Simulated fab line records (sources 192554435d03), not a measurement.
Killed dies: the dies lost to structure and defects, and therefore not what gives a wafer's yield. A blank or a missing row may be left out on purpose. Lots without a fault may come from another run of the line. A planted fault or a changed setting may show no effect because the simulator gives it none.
fab line records    flow n5-finfet
[record] lots = 7  wafers = 39
route steps=1938 shown BEOL_M9@1446 BEOL_M12@1656 MIM_TOP@1835 PASSIVATION@1930
start-h: the number of hours between the record's first day and the start of the first shown wafer of the lot    wait-h: hours since the lot's step before    " as in the row above    L1.1+2: a single row standing in for several wafers    - no value, or no start given    * or withheld: withheld    < > ~ a bound
route shown NAME@n: names a module that has steps shown in the file, with the first one's number in the route    usual: mean and standard deviation over wafers with no fault    same: alike in all rows    chamber/n: place in a boat    sites: each site's reading    _std_site: their standard deviation    _edge_site: mean of outer sites minus mean of inner sites    radius-mm: for every site, how far away it sits from the centre of the wafer    mask NAME#n: copy n    behind: the last tool/chamber to shape the wafer    hold: cause of the lot's hold/its duration in hours/its outcome    device: names the non-switching transistor (n, p or np)    end of line: tests of these same wafers at the route's end    a step without rows: its recipe alone    killed: dies lost to structure and defects at the first sort, not the wafer's yield    map: shows each die of a wafer: x if killed, . if not, _ if none is there
set.NAME: the run value of the setting; set.NAME@STEP: its run value at that earlier step    model.NAME: the simulator's own value behind a step, which no gauge read
lots run with intentionally changed settings; tables by step, rows by wafer
[[steps]]
[step N5_BEOL_M9_TRENCH_ETCH_37]
[recipe] chemistry = C4F6/O2  target-depth-a = 1514.3  target = SiCOH_lowk  time-s = 49  ion-energy-ev = 250  pressure-mtorr = 30  source-w = 345  bias-w = 185  Ar_flow_sccm = 300  C4F6_flow_sccm = 10  O2_flow_sccm = 10
lot.wafer  tool         chamber  start-h  wait-h  set.target-depth-a  model.BEOL_M9.feature-depth-nm  model.etch.depth-nm  model.TiN_of_BEOL_M9_HM_DEP_02.thk-nm
L075.1     rie-diel-05  0        -        -       1884                188.4                           188.4                14.8
L075.2     "            3        "        "       1514.3              148                             147.9                16.2
L075.3     "            1        "        "       1884                183.6                           183.7                15
L075.4     "            2        "        "       1514.3              149.2                           149.2                16
L075.5     "            0        "        "       1884                188.2                           188.2                14.4
L075.6     "            1        "        "       1514.3              147.4                           147.4                15.8
L080.1     rie-diel-05  0        -        -       1514.3              149.6                           149.6                15.6
L080.2     "            2        "        "       1970                203                             203                  14.2
L080.3     "            1        "        "       1514.3              149.4                           149.5                15.8
L080.4     "            3        "        "       1970                194.6                           194.7                14.4
L080.5     "            0        "        "       1514.3              152                             151.9                15.6
L080.6     "            1        "        "       1970                193.2                           193.2                14.8
L083.1     rie-diel-05  2        -        -       1514.3              156.2                           156.3                15.4
L083.2     "            3        "        "       1514.3              148.6                           148.6                15.8
L083.3     "            1        "        "       943.1               92                              91.96                17.6
L083.4     "            0        "        "       943.1               93.6                            93.52                17.6
L083.5     "            0        "        "       1514.3              148.8                           148.8                15.8
L083.6     "            3        "        "       943.1               92                              92.08                17.4
L084.3     rie-diel-06  0        -        -       1514.3              153.8                           153.7                15.6
L084.5     "            1        "        "       1514.3              153.2                           153.2                15.6
L084.6     "            0        "        "       1514.3              152.8                           152.8                15.8
L093.1     rie-diel-05  0        -        -       1514.3              150                             149.9                16
L093.2     "            3        "        "       697.7               67.6                            67.68                17.8
L093.3     "            2        "        "       697.7               71.4                            71.32                17.8
L093.4     "            1        "        "       1514.3              153.2                           153.2                16
L093.5     "            3        "        "       697.7               68.2                            68.15                17.8
L093.6     "            2        "        "       1514.3              154.2                           154.1                15.4
L095.1     rie-diel-01  2        -        -       1514.3              149.2                           149.2                15.6
L095.2     "            1        "        "       689.6               70.4                            70.44                18.2
L095.3     "            0        "        "       1514.3              149.8                           149.9                15.4
L095.4     "            3        "        "       689.6               68                              68.05                18
L095.5     "            3        "        "       1514.3              147.8                           147.8                15.6
L095.6     "            0        "        "       689.6               68.6                            68.64                18
L096.1     rie-diel-05  1        -        -       1514.3              153.8                           153.7                15.8
L096.2     "            3        "        "       1855                180.6                           180.6                14.8
L096.3     "            0        "        "       1514.3              150.4                           150.5                16
L096.4     "            2        "        "       1514.3              154.4                           154.4                15.8
L096.5     "            3        "        "       1855                181.2                           181.3                15
L096.6     "            2        "        "       1855                188.8                           188.9                15
[step N5_BEOL_M9_ETCH_41]
[recipe] chemistry = CH3F/O2  target = SiCN  target-depth-a = 366  taper-deg = 2  time-s = 70.1  ion-energy-ev = 120  mask-material = TiN  pressure-mtorr = 30  source-w = 395  bias-w = 75  Ar_flow_sccm = 150  CH3F_flow_sccm = 30  O2_flow_sccm = 20
[step N5_BEOL_M9_STRIP_80]
[recipe] chemistry = N2/H2  time-s = 10  power-w = 450  temp-c = 40  pressure-mtorr = 20  rf-frequency-hz = 6e+07  bias-power-w = 7  n2-flow-sccm = 200  h2-flow-sccm = 200
[step N5_BEOL_M9_OCD_MEAS_38]
[usual] trench-depth-nm = 150.7/2.9
lot.wafer  tool    chamber  start-h  wait-h  set.target-depth-a@BEOL_M9_TRENCH_ETCH_37  trench-depth-nm
L075.1     ocd-01  -        212.81   -       1884                                       188.3
L075.2     "       -        "        "       1514.3                                     148.3
L075.3     "       -        "        "       1884                                       183.4
L075.4     "       -        "        "       1514.3                                     148.7
L075.5     "       -        "        "       1884                                       188.5
L075.6     "       -        "        "       1514.3                                     147.3
L080.1     ocd-01  -        247.87   -       1514.3                                     149.6
L080.2     "       -        "        "       1970                                       203.0
L080.3     "       -        "        "       1514.3                                     149.3
L080.4     "       -        "        "       1970                                       194.6
L080.5     "       -        "        "       1514.3                                     152.3
L080.6     "       -        "        "       1970                                       193.2
L083.1     ocd-01  -        256.58   -       1514.3                                     155.8
L083.2     "       -        "        "       1514.3                                     148.6
L083.3     "       -        "        "       943.1                                      92.2
L083.4     "       -        "        "       943.1                                      93.3
L083.5     "       -        "        "       1514.3                                     148.8
L083.6     "       -        "        "       943.1                                      92.4
L084.3     ocd-02  -        282.50   -       1514.3                                     154.0
L084.5     "       -        "        "       1514.3                                     153.4
L084.6     "       -        "        "       1514.3                                     152.7
L093.1     ocd-01  -        334.35   -       1514.3                                     149.3
L093.2     "       -        "        "       697.7                                      67.6
L093.3     "       -        "        "       697.7                                      71.3
L093.4     "       -        "        "       1514.3                                     153.1
L093.5     "       -        "        "       697.7                                      67.8
L093.6     "       -        "        "       1514.3                                     154.4
L095.1     ocd-01  -        344.82   -       1514.3                                     149.1
L095.2     "       -        "        "       689.6                                      70.3
L095.3     "       -        "        "       1514.3                                     150.4
L095.4     "       -        "        "       689.6                                      68.1
L095.5     "       -        "        "       1514.3                                     147.9
L095.6     "       -        "        "       689.6                                      69.0
L096.1     ocd-01  -        363.20   -       1514.3                                     153.5
L096.2     "       -        "        "       1855                                       180.6
L096.3     "       -        "        "       1514.3                                     150.8
L096.4     "       -        "        "       1514.3                                     154.7
L096.5     "       -        "        "       1855                                       181.6
L096.6     "       -        "        "       1855                                       189.2
[step N5_BEOL_M9_HM_STRIP_39]
[recipe] chemistry = peroxide-tin-strip  material = TiN  target-depth-a = 250  temp-c = 50  time-s = 158
[step N5_BEOL_M9_SRD_40]
[recipe] time-s = 30  temp-c = 23  rinse-liquid = diw  dry = ipa-marangoni
[step N5_BEOL_M9_ECD_50]
[recipe] material = Cu  target-thk-a = 3180
[step N5_BEOL_M9_ANNEAL_51]
[recipe] temp-c = 225  time-s = 90  ambient = N2
[step N5_BEOL_M9_CMP_52]
[recipe] stop-on = SiCOH_lowk  t-overpolish-s = 7  down-force-psi = 1  platen-rpm = 50  clearing-platen-down-force-psi = 1.5  clearing-platen-rpm = 50  post-cmp-clean = cu-alkaline  target-thk-nm = 140  clearing-platen-pad-velocity-m-s = 0.99484  pad-velocity-m-s = 0.99484
lot.wafer  tool    chamber  start-h  wait-h  set.target-depth-a@BEOL_M9_TRENCH_ETCH_37  model.Cu_of_BEOL_M9_ECD_50.thk-nm
L075.3     cmp-03  1        215.60   0.2     1884                                       172.8
L075.4     "       2        "        "       1514.3                                     138
L075.1     "       3        "        "       1884                                       177.4
L075.2     "       0        "        "       1514.3                                     136.4
L075.5     "       1        "        "       1884                                       177.8
L075.6     "       2        "        "       1514.3                                     136
L080.1     cmp-02  1        250.18   0.3     1514.3                                     138.4
L080.2     "       2        "        "       1970                                       192.8
L080.4     "       3        "        "       1970                                       183
L080.3     "       0        "        "       1514.3                                     139
L080.6     "       1        "        "       1970                                       182.4
L080.5     "       2        "        "       1514.3                                     142.2
L083.3     cmp-02  2        258.57   0.2     943.1                                      79.8
L083.4     "       3        "        "       943.1                                      79.4
L083.2     "       0        "        "       1514.3                                     138.2
L083.1     "       1        "        "       1514.3                                     144
L083.5     "       2        "        "       1514.3                                     136.8
L083.6     "       3        "        "       943.1                                      80
L084.3     cmp-04  0        285.41   0.2     1514.3                                     143.6
L084.5     "       2        "        "       1514.3                                     142.2
L084.6     "       3        "        "       1514.3                                     141.6
L093.1     cmp-02  0        337.15   0.3     1514.3                                     139.6
L093.2     "       1        "        "       697.7                                      56.2
L093.4     "       2        "        "       1514.3                                     142.6
L093.3     "       3        "        "       697.7                                      59.4
L093.6     "       0        "        "       1514.3                                     143
L093.5     "       1        "        "       697.7                                      57.6
L095.4     cmp-03  0        346.95   0.1     689.6                                      55.4
L095.1     "       1        "        "       1514.3                                     137.4
L095.3     "       2        "        "       1514.3                                     138.6
L095.2     "       3        "        "       689.6                                      58.8
L095.5     "       0        "        "       1514.3                                     136
L095.6     "       1        "        "       689.6                                      58.2
L096.1     cmp-04  2        365.41   0.3     1514.3                                     142.4
L096.2+5   "       3        "        "       1855                                       169.8
L096.4     "       0        "        "       1514.3                                     145.4
L096.3     "       1        "        "       1514.3                                     139.4
L096.6     "       2        "        "       1855                                       180.2
[step N5_BEOL_M9_THK_MEAS_53]
[recipe] thk-meas-gauge = xrf  reads = Cu_of_BEOL_M9_ECD_50
[usual] M9_THK = 138/3.3
lot.wafer  tool           chamber  start-h  wait-h  set.target-depth-a@BEOL_M9_TRENCH_ETCH_37  M9_THK[nm]
L075.1     film-metro-02  -        215.89   -       1884                                       178
L075.2     "              -        "        "       1514.3                                     137
L075.3     "              -        "        "       1884                                       174
L075.4     "              -        "        "       1514.3                                     137
L075.5     "              -        "        "       1884                                       178
L075.6     "              -        "        "       1514.3                                     136
L080.1     film-metro-02  -        250.47   -       1514.3                                     138
L080.2     "              -        "        "       1970                                       192
L080.3     "              -        "        "       1514.3                                     139
L080.4     "              -        "        "       1970                                       182
L080.5     "              -        "        "       1514.3                                     142
L080.6     "              -        "        "       1970                                       182
L083.1     film-metro-01  -        258.86   -       1514.3                                     142
L083.2     "              -        "        "       1514.3                                     136
L083.3     "              -        "        "       943.1                                      79
L083.4     "              -        "        "       943.1                                      78
L083.5     "              -        "        "       1514.3                                     134
L083.6     "              -        "        "       943.1                                      79
L084.3     film-metro-02  -        285.63   -       1514.3                                     144
L084.5     "              -        "        "       1514.3                                     142
L084.6     "              -        "        "       1514.3                                     142
L093.1     film-metro-01  -        337.44   -       1514.3                                     138
L093.2     "              -        "        "       697.7                                      56
L093.3     "              -        "        "       697.7                                      59
L093.4     "              -        "        "       1514.3                                     141
L093.5     "              -        "        "       697.7                                      57
L093.6     "              -        "        "       1514.3                                     141
L095.1     film-metro-01  -        347.24   -       1514.3                                     134
L095.2     "              -        "        "       689.6                                      57
L095.3     "              -        "        "       1514.3                                     135
L095.4     "              -        "        "       689.6                                      54
L095.5     "              -        "        "       1514.3                                     133
L095.6     "              -        "        "       689.6                                      57
L096.1     film-metro-01  -        365.70   -       1514.3                                     139
L096.2     "              -        "        "       1855                                       167
L096.3     "              -        "        "       1514.3                                     136
L096.4     "              -        "        "       1514.3                                     143
L096.5     "              -        "        "       1855                                       166
L096.6     "              -        "        "       1855                                       177
[step N5_BEOL_M9_PRE_CLEAN_55]
[recipe] gas = NH3  time-s = 15  temp-c = withheld  rf-power-w = 300
[step N5_BEOL_M9_DEP_56]
[recipe] material = SiCN  target-thk-a = 150  temp-c = withheld  precursor = 3MS/NH3  pressure-torr = 3  rf-w = 202  time-s = 26.5
[step N5_BEOL_M9_RS_MEAS_57]
[recipe] thk-meas-gauge = four-point-probe  reads = Cu_of_BEOL_M9_ECD_50+Co_of_BEOL_M9_CVD_78+TaN_of_BEOL_M9_ALD_74
[usual] M9_RS = 0.151/0.0037
lot.wafer  tool           chamber  start-h  wait-h  set.target-depth-a@BEOL_M9_TRENCH_ETCH_37  M9_RS[ohm/sq]
L075.1     film-metro-02  -        216.03   0.1     1884                                       0.117
L075.2     "              -        "        "       1514.3                                     0.155
L075.3     "              -        "        "       1884                                       0.120
L075.4     "              -        "        "       1514.3                                     0.153
L075.5     "              -        "        "       1884                                       0.116
L075.6     "              -        "        "       1514.3                                     0.156
L080.1     film-metro-02  -        250.61   0.1     1514.3                                     0.153
L080.2     "              -        "        "       1970                                       0.107
L080.3     "              -        "        "       1514.3                                     0.152
L080.4     "              -        "        "       1970                                       0.113
L080.5     "              -        "        "       1514.3                                     0.148
L080.6     "              -        "        "       1970                                       0.113
L083.1     film-metro-01  -        259.00   0.1     1514.3                                     0.147
L083.2     "              -        "        "       1514.3                                     0.153
L083.3     "              -        "        "       943.1                                      0.286
L083.4     "              -        "        "       943.1                                      0.288
L083.5     "              -        "        "       1514.3                                     0.155
L083.6     "              -        "        "       943.1                                      0.285
L084.3     film-metro-01  -        285.77   0.1     1514.3                                     0.147
L084.5     "              -        "        "       1514.3                                     0.148
L084.6     "              -        "        "       1514.3                                     0.149
L093.1     film-metro-01  -        337.57   0.1     1514.3                                     0.151
L093.2     "              -        "        "       697.7                                      0.436
L093.3     "              -        "        "       697.7                                      0.408
L093.4     "              -        "        "       1514.3                                     0.148
L093.5     "              -        "        "       697.7                                      0.422
L093.6     "              -        "        "       1514.3                                     0.147
L095.1     film-metro-01  -        347.38   0.1     1514.3                                     0.154
L095.2     "              -        "        "       689.6                                      0.413
L095.3     "              -        "        "       1514.3                                     0.153
L095.4     "              -        "        "       689.6                                      0.445
L095.5     "              -        "        "       1514.3                                     0.156
L095.6     "              -        "        "       689.6                                      0.418
L096.1     film-metro-01  -        365.84   0.1     1514.3                                     0.148
L096.2     "              -        "        "       1855                                       0.122
L096.3     "              -        "        "       1514.3                                     0.152
L096.4     "              -        "        "       1514.3                                     0.145
L096.5     "              -        "        "       1855                                       0.122
L096.6     "              -        "        "       1855                                       0.115
[step N5_BEOL_M12_DEP_53]
[recipe] material = SiCN  target-thk-a = 300  temp-c = withheld  precursor = 3MS/NH3  pressure-torr = 3  rf-w = 675  time-s = 10.5
lot.wafer  tool      chamber  start-h  wait-h  set.time-s  model.SiCN_of_BEOL_M12_DEP_53.thk-nm
L075.1     pecvd-04  2        244.44   0.0     4.391       12.4
L075.2     "         0        "        "       4.391       12.6
L075.3     "         1        "        "       10.5        29.8
L075.4     "         0        "        "       4.391       13
L075.5     "         1        "        "       10.5        30
L075.6     "         2        "        "       10.5        29.6
L080.1     pecvd-01  0        274.30   0.0     6.569       19
L080.2     "         2        "        "       10.5        29.6
L080.3     "         1        "        "       10.5        29.8
L080.4     "         0        "        "       6.569       19.8
L080.5     "         1        "        "       6.569       19.6
L080.6     "         2        "        "       10.5        30.2
L083.1     pecvd-03  0        281.41   0.0     6.954       19.8
L083.2     "         2        "        "       10.5        29.8
L083.3+6   "         1,0      "        "       10.5        30.2
L083.4     "         1        "        "       6.954       20.8
L083.5     "         2        "        "       6.954       20.2
L084.3     pecvd-01  0        308.08   0.0     10.5        29.8
L084.5+6   "         0,1      "        "       10.5        30.6
L093.1     pecvd-04  0        362.24   0.0     12.41       34.8
L093.2     "         2        "        "       12.41       35
L093.3     "         1        "        "       10.5        29.4
L093.4+5   "         0,2      "        "       10.5        30
L093.6     "         1        "        "       12.41       35.2
L095.1+2   pecvd-03  0,1      375.71   0.0     10.5        30.2
L095.3     "         2        "        "       14.41       40.4
L095.4     "         2        "        "       14.41       41
L095.5     "         0        "        "       14.41       41.4
L095.6     "         1        "        "       10.5        30.8
L096.1+6   pecvd-04  0        386.63   0.0     4.709       14.2
L096.2     "         1        "        "       10.5        30.4
L096.3     "         2        "        "       10.5        30.2
L096.4     "         2        "        "       10.5        30.6
L096.5     "         1        "        "       4.709       14
[step N5_MIM_TOP_ALD_01]
[recipe] material = HfO2  target-thk-a = 56  temp-c = withheld  ald-precursor-family = Hf-amide  ald-co-reactant = O3  pulse-time-s = 1  purge-time-s = 3  co-reactant-purge-time-s = 2  co-reactant-pulse-time-s = 3  ald-cycles = 62
lot.wafer         tool       chamber      start-h  wait-h  set.ald-cycles  model.HfO2_of_MIM_TOP_ALD_01.thk-nm
L075.1+2+3        ald-hk-01  0,3,1        -        -       99              9
L075.4+5+6        "          2,3,2        "        "       62              5.6
L080.1+2+3+4+5+6  ald-hk-03  1,3,0,2,3,0  -        -       62              5.6
L083.1+5+6        ald-hk-03  0,0,1        -        -       62              5.6
L083.2+3+4        "          1,2,3        "        "       47              4.2
L084.3+5+6        ald-hk-03  0,1,0        -        -       62              5.6
L093.1+3+6        ald-hk-03  0,1,3        -        -       31              2.8
L093.2+4+5        "          2,3,0        "        "       62              5.6
L095.1            ald-hk-02  0            -        -       41              3.8
L095.2+3+6        "          1,2,2        "        "       62              5.6
L095.4+5          "          3,1          "        "       41              3.6
L096.1+2+3        ald-hk-01  3,0,2        -        -       78              7
L096.4+5+6        "          1,2,3        "        "       62              5.6
[step N5_PASSIVATION_ETCH_54]
[recipe] chemistry = CHF3/O2  target = SiO2  target-depth-a = 8800  CHF3_flow_sccm = 50  O2_flow_sccm = 5  Ar_flow_sccm = 200  time-s = 440  mask-material = PR  pressure-mtorr = 30  source-w = 650  bias-w = 170  ion-energy-ev = 200
lot.wafer  tool         chamber  start-h  wait-h  set.target-depth-a  model.etch.depth-nm  model.PASSIVATION.feature-depth-nm
L075.1     rie-diel-04  2        274.76   0.1     5717                569.5                569.4
L075.2     "            1        "        "       8800                919.5                919.6
L075.3     "            0        "        "       5717                587                  587
L075.4     "            3        "        "       8800                896.3                896.4
L075.5     "            3        "        "       8800                889                  889
L075.6     "            0        "        "       5717                581.7                581.6
L080.1     rie-diel-02  1        308.10   0.1     8800                865.8                865.8
L080.2     "            3        "        "       8800                892.5                892.6
L080.3     "            2        "        "       8800                878.5                878.6
L080.4     "            2        "        "       8800                887.2                887.2
L080.5     "            3        "        "       8800                896.6                896.6
L080.6     "            1        "        "       8800                870.3                870.2
L083.1     rie-diel-04  0        314.60   0.1     8800                888.3                888.2
L083.2     "            2        "        "       8800                861.2                861.2
L083.3     "            3        "        "       8800                889.5                889.4
L083.4     "            1        "        "       3709                382.4                382.4
L083.5     "            0        "        "       3709                368.1                368
L083.6     "            1        "        "       3709                381.1                381.2
L084.3     rie-diel-02  2        339.04   0.1     8800                884.8                884.8
L084.5     "            2        "        "       8800                893                  893
L084.6     "            3        "        "       8800                888.2                888.2
L093.1     rie-diel-03  0        392.43   0.1     4193                420                  420
L093.2     "            1        "        "       8800                866                  866
L093.3     "            2        "        "       8800                874.8                874.8
L093.4     "            3        "        "       8800                878.2                878.2
L093.5     "            1        "        "       4193                413.2                413.2
L093.6     "            2        "        "       4193                417.6                417.6
L095.1     rie-diel-02  1        400.63   0.1     12520               1252                 1252
L095.2     "            0        "        "       12520               1226                 1226
L095.3     "            2        "        "       8800                880.4                880.4
L095.4     "            3        "        "       8800                915.4                915.4
L095.5     "            1        "        "       12520               1236                 1236
L095.6     "            0        "        "       8800                864.9                864.8
L096.1     rie-diel-02  1        416.94   0.1     10570               1046                 1046
L096.2     "            3        "        "       10570               1086                 1086
L096.3     "            2        "        "       8800                874.5                874.4
L096.4     "            0        "        "       8800                856.8                856.8
L096.5     "            2        "        "       8800                862.7                862.8
L096.6     "            1        "        "       10570               1044                 1044
[[key]]
[split] step = N5_BEOL_M9_TRENCH_ETCH_37  setting = target-depth-a  stated = 1514.3  by = wafer
[response] step = N5_BEOL_M9_TRENCH_ETCH_37  reading = model.BEOL_M9.feature-depth-nm  change = +1.52  per = 1%  r = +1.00
[response] step = N5_BEOL_M9_TRENCH_ETCH_37  reading = model.etch.depth-nm  change = +1.52  per = 1%  r = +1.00
[response] step = N5_BEOL_M9_TRENCH_ETCH_37  reading = model.TiN_of_BEOL_M9_HM_DEP_02.thk-nm  change = -0.0434  per = 1%  r = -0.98
[response] step = N5_BEOL_M9_OCD_MEAS_38  reading = trench-depth-nm  change = +1.51  per = 1%  r = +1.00
[response] step = N5_BEOL_M9_CMP_52  reading = model.Cu_of_BEOL_M9_ECD_50.thk-nm  change = +1.52  per = 1%  r = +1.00
[response] step = N5_BEOL_M9_THK_MEAS_53  reading = M9_THK  change = +1.5  per = 1%  r = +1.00
[response] step = N5_BEOL_M9_RS_MEAS_57  reading = M9_RS  change = -0.00401  per = 1%  r = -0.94
[split] step = N5_BEOL_M12_DEP_53  setting = time-s  stated = 10.5  by = wafer
[response] step = N5_BEOL_M12_DEP_53  reading = model.SiCN_of_BEOL_M12_DEP_53.thk-nm  change = +0.29  per = 1%  r = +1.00
[split] step = N5_MIM_TOP_ALD_01  setting = ald-cycles  stated = 62  by = wafer
[response] step = N5_MIM_TOP_ALD_01  reading = model.HfO2_of_MIM_TOP_ALD_01.thk-nm  change = +0.0565  per = 1%  r = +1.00
[split] step = N5_PASSIVATION_ETCH_54  setting = target-depth-a  stated = 8800  by = wafer
[response] step = N5_PASSIVATION_ETCH_54  reading = model.etch.depth-nm  change = +8.73  per = 1%  r = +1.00
[response] step = N5_PASSIVATION_ETCH_54  reading = model.PASSIVATION.feature-depth-nm  change = +8.73  per = 1%  r = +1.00
